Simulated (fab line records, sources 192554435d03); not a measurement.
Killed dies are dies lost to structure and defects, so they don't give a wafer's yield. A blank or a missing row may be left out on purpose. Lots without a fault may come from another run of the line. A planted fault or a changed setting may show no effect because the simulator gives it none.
Which tool did it? | flow n5_finfet | 24 lots, 72 wafers sampled, at 4 steps of a route of 1938

WHAT THE GAUGES READ, wafer by wafer
N5_BEOL_M15_OVL_MEAS_29.
lot  | measured     | on         | M15_OVL (nm)
L074 | day 12 02:08 | overlay-02 | 0 -1 -3
L076 | day 12 22:26 | overlay-01 | -4 -1 0
L075 | day 13 01:04 | overlay-01 | 3 2 -5
L077 | day 13 02:47 | overlay-01 | -14 -14 -10
L080 | day 13 04:43 | overlay-01 | -1 7 -1
L078 | day 13 05:19 | overlay-01 | -7 1 -3
L079 | day 13 05:59 | overlay-02 | -9 -7 -10
L081 | day 14 10:13 | overlay-01 | 5 8 8
L084 | day 14 11:43 | overlay-02 | -6 -6 -6
L082 | day 14 14:31 | overlay-02 | -3 -5 -12
L083 | day 14 16:36 | overlay-02 | 7 -4 3
L086 | day 15 16:17 | overlay-01 | 3 -4 2
L087 | day 15 16:31 | overlay-01 | 7 5 9
L088 | day 15 16:46 | overlay-02 | -11 -16 -10
L090 | day 16 05:02 | overlay-01 | -6 -10 -8
L085 | day 16 05:10 | overlay-02 | -3 3 -6
L089 | day 16 05:47 | overlay-02 | 9 2 3
L092 | day 16 08:16 | overlay-02 | -8 -12 -15
L091 | day 16 23:49 | overlay-01 | -11 -17 -14
L094 | day 17 06:13 | overlay-01 | -4 2 3
L095 | day 17 09:18 | overlay-02 | -8 -5 -12
L093 | day 17 10:00 | overlay-01 | -14 -6 -5
L096 | day 17 18:13 | overlay-02 | -6 -8 -6
L097 | day 18 11:44 | overlay-02 | -3 3 0

N5_BEOL_M15_THK_MEAS_50: measures by xrf.
lot  | measured     | on            | M15_THK (nm)
L074 | day 12 16:24 | film_metro-01 | 895 890 885
L076 | day 13 02:29 | film_metro-02 | 864 820 865
L075 | day 13 06:19 | film_metro-02 | 845 820 851
L077 | day 13 15:07 | film_metro-02 | 841 857 829
L080 | day 13 13:46 | film_metro-02 | 839 873 862
L078 | day 13 12:19 | film_metro-02 | 871 856 869
L079 | day 13 12:46 | film_metro-01 | 859 881 882
L081 | day 14 17:07 | film_metro-02 | 821 850 825
L084 | day 14 17:49 | film_metro-01 | 878 863 862
L082 | day 14 20:01 | film_metro-01 | 865 845 854
L083 | day 14 21:38 | film_metro-02 | 852 854 855
L086 | day 15 22:25 | film_metro-02 | 870 874 853
L087 | day 15 23:06 | film_metro-01 | 884 893 877
L088 | day 16 05:28 | film_metro-01 | 874 876 882
L090 | day 16 10:47 | film_metro-02 | 868 898 858
L085 | day 16 15:10 | film_metro-02 | 874 879 886
L089 | day 16 18:16 | film_metro-02 | 841 884 857
L092 | day 16 20:58 | film_metro-02 | 858 854 840
L091 | day 17 03:10 | film_metro-01 | 881 862 887
L094 | day 17 10:02 | film_metro-02 | 839 858 856
L095 | day 17 11:56 | film_metro-01 | 897 901 865
L093 | day 17 15:55 | film_metro-01 | 853 866 867
L096 | day 17 22:01 | film_metro-02 | 859 876 868
L097 | day 18 15:11 | film_metro-01 | 845 852 841

N5_BEOL_M15_INSPECT_55: inspects for defects (darkfield).
lot  | measured     | on                | raw_defect_count
L074 | day 12 16:34 | defect_inspect-01 | 57 77 56
L076 | day 13 02:38 | defect_inspect-01 | 66 56 41
L075 | day 13 06:29 | defect_inspect-02 | 62 96 72
L077 | day 13 15:16 | defect_inspect-01 | 44 82 42
L080 | day 13 13:55 | defect_inspect-02 | 70 51 100
L078 | day 13 12:29 | defect_inspect-02 | 61 58 92
L079 | day 13 12:56 | defect_inspect-02 | 47 49 65
L081 | day 14 17:16 | defect_inspect-01 | 99 44 86
L084 | day 14 17:59 | defect_inspect-01 | 59 75 41
L082 | day 14 20:10 | defect_inspect-02 | 81 80 50
L083 | day 14 21:47 | defect_inspect-01 | 102 102 47
L086 | day 15 22:34 | defect_inspect-02 | 62 63 82
L087 | day 15 23:16 | defect_inspect-02 | 54 62 36
L088 | day 16 05:37 | defect_inspect-01 | 64 58 52
L090 | day 16 10:56 | defect_inspect-02 | 94 107 65
L085 | day 16 15:19 | defect_inspect-02 | 25 66 51
L089 | day 16 18:25 | defect_inspect-02 | 47 54 54
L092 | day 16 21:07 | defect_inspect-02 | 87 103 148
L091 | day 17 03:20 | defect_inspect-02 | 80 58 63
L094 | day 17 10:11 | defect_inspect-02 | 61 64 55
L095 | day 17 12:05 | defect_inspect-02 | 65 99 102
L093 | day 17 16:04 | defect_inspect-01 | 100 56 65
L096 | day 17 22:10 | defect_inspect-01 | 64 70 100
L097 | day 18 15:20 | defect_inspect-01 | 52 58 42

WHICH TOOL RAN EACH LOT (tool, then ch and the chambers of the sampled wafers, then the start)
lot  | N5_BEOL_M15_DEP_53
L074 | pecvd-01 ch 0,2, day 12 16:28
L076 | pecvd-01 ch 0,1, day 13 02:32
L075 | pecvd-03 ch 0,2, day 13 06:23
L077 | pecvd-03 ch 0,1, day 13 15:10
L080 | pecvd-01 ch 0,1, day 13 13:49
L078 | pecvd-01 ch 0,1,2, day 13 12:23
L079 | pecvd-04 ch 0,2, day 13 12:50
L081 | pecvd-03 ch 0,1, day 14 17:10
L084 | pecvd-01 ch 0,2, day 14 17:53
L082 | pecvd-04 ch 0,1,2, day 14 20:04
L083 | pecvd-04 ch 1,2, day 14 21:42
L086 | pecvd-04 ch 0,2, day 15 22:28
L087 | pecvd-03 ch 0,1,2, day 15 23:10
L088 | pecvd-01 ch 0,1,2, day 16 05:32
L090 | pecvd-01 ch 0,1,2, day 16 10:51
L085 | pecvd-03 ch 0,1, day 16 15:14
L089 | pecvd-01 ch 0,1, day 16 18:19
L092 | pecvd-01 ch 0,1,2, day 16 21:01
L091 | pecvd-04 ch 0,1, day 17 03:14
L094 | pecvd-01 ch 1,2, day 17 10:06
L095 | pecvd-03 ch 0,1,2, day 17 12:01
L093 | pecvd-01 ch 0,2, day 17 15:59
L096 | pecvd-04 ch 0,1,2, day 17 22:04
L097 | pecvd-03 ch 0,1,2, day 18 15:15
- N5_BEOL_M15_DEP_53: deposits SiCN from 3MS/NH3, target thk 50 nm, time 17.8 s.

WHAT THE TOOLS THEMSELVES READ (means of the sampled wafers that have a number; where no wafer has one, the mark that the record gives instead)
N5_BEOL_M15_DEP_53.
lot  | tool     | showerhead_plenum_p_Torr (Torr) | throttle_valve_pct (%)
L074 | pecvd-01 | 4.158                           | 17.9
L076 | pecvd-01 | 4.158                           | 18.8
L075 | pecvd-03 | 4.173                           | 17.2
L077 | pecvd-03 | 4.173                           | 18.6
L080 | pecvd-01 | 4.161                           | 19.5
L078 | pecvd-01 | 4.149                           | 18.7
L079 | pecvd-04 | 4.151                           | 17.2
L081 | pecvd-03 | 4.173                           | 18.2
L084 | pecvd-01 | 4.143                           | 17.7
L082 | pecvd-04 | 4.151                           | 17.4
L083 | pecvd-04 | 4.134                           | 17.0
L086 | pecvd-04 | 4.159                           | 17.2
L087 | pecvd-03 | 4.168                           | 17.9
L088 | pecvd-01 | 4.151                           | 18.7
L090 | pecvd-01 | 4.155                           | 18.5
L085 | pecvd-03 | 4.179                           | 18.2
L089 | pecvd-01 | 4.158                           | 19.7
L092 | pecvd-01 | 4.149                           | 18.7
L091 | pecvd-04 | 4.168                           | 17.6
L094 | pecvd-01 | 4.144                           | 18.5
L095 | pecvd-03 | 4.170                           | 18.0
L093 | pecvd-01 | 4.147                           | 17.8
L096 | pecvd-04 | 4.147                           | 17.5
L097 | pecvd-03 | 4.173                           | 18.1

THE ANSWER, worked out from the rows above alone
Rule: what is usual is taken from the lots themselves. Put in order of their means at a reading, lots are off if they are a third of the lots or fewer, leave a main group of 4 or more, and stand apart from it by a gap of 3 or more times the standard deviation of the main group's means; of several such gaps the widest counts. A main group whose means are all the same, to the digits that the tables above print for the reading, isn't used. A lot without any number at a reading at which 4 lots or more have one is off too. The other lots that the step has rows for count as sound. The gauges are gone through in route order, then the tools' own readings, and for those a lot's mean is taken as printed above. The first step at which some lot is off is used, and at that step the reading that is off furthest; a lot without a number counts as furthest.
No lot is off at any reading shown: from this, nothing can be told.

WHAT THE SIMULATOR HAD PUT IN
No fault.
